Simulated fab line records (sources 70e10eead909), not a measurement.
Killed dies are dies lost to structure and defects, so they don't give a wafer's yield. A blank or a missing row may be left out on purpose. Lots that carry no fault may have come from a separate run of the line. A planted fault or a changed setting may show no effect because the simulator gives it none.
Chamber matching    flow nand-harc    NHARC_A_STAIRCASE_ALD_420 on ald-hk-03 has 4 sister chambers
The step deposits SiO2, target thk 20 nm, pulse time 6 s, ald cycles 200. 20 wafers are shown with their chamber, then 10 later ones without.

== EACH WAFER AND ITS CHAMBER ==
wafer   chamber  heater-power-w (W)  precursor-pulse-height-rel
L074.1  2        415                 1.029
L074.4  0        528                 0.989
L074.5  0        522                 1.016
L075.2  0        531                 0.989
L075.4  2        420                 1.009
L075.6  2        406                 1.021
L078.3  1        557                 1.016
L078.4  3        565                 0.972
L078.5  0        525                 1.012
L080.1  2        419                 1.024
L080.2  1        564                 1.013
L080.3  0        523                 1.000
L082.2  2        413                 1.013
L082.3  0        516                 1.004
L082.6  0        528                 0.997
L081.1  2        412                 0.952
L081.4  0        539                 0.981
L081.6  3        568                 0.994
L084.1  1        549                 0.963
L084.4  3        564                 0.981

SIGNATURES (means of the wafers above)
reading                     chamber 0  chamber 1  chamber 2  chamber 3  scatter within a chamber
heater-power-w              526.50     556.67     414.17     565.67     6.01
precursor-pulse-height-rel  0.99850    0.99733    1.00800    0.98233    0.021
Rule: for a wafer and a chamber, the distance is found by dividing, reading by reading, the gap between the wafer's reading and the chamber's mean by the reading's scatter, squaring, summing and taking the root. The wafer belongs to the nearest chamber; if the next one is less than 2 further off, it can't be placed. How the scatter is found: for the shown wafers, subtract from each reading the mean of its chamber, square and add these, divide the total by (wafers less chambers), then take the root.

== WAFERS WITHOUT THEIR CHAMBER ==
wafer   heater-power-w (W)  precursor-pulse-height-rel
L084.6  413                 0.988
L091.2  496                 0.958
L091.4  512                 0.995
L091.6  506                 1.004
L092.2  522                 1.047
L092.3  519                 0.986
L092.6  556                 1.015
L093.2  513                 1.016
L093.3  565                 1.003
L093.4  509                 0.997

== EACH ONE'S CHAMBER ==
wafer    from the rows above       in truth
L084.6   2                         2
L091.2   0                         0
L091.4   0                         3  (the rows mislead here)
L091.6   0                         0
L092.2   0                         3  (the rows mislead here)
L092.3   0                         0
L092.6   can't be placed: 1 or 3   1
L093.2   0                         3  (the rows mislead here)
L093.3   can't be placed: 3 or 1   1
L093.4   0                         0
Correct placement for 5 of the 10. Not placeable from these rows: 2 (in 2, the candidates include the true chamber). 3 placed wrongly.
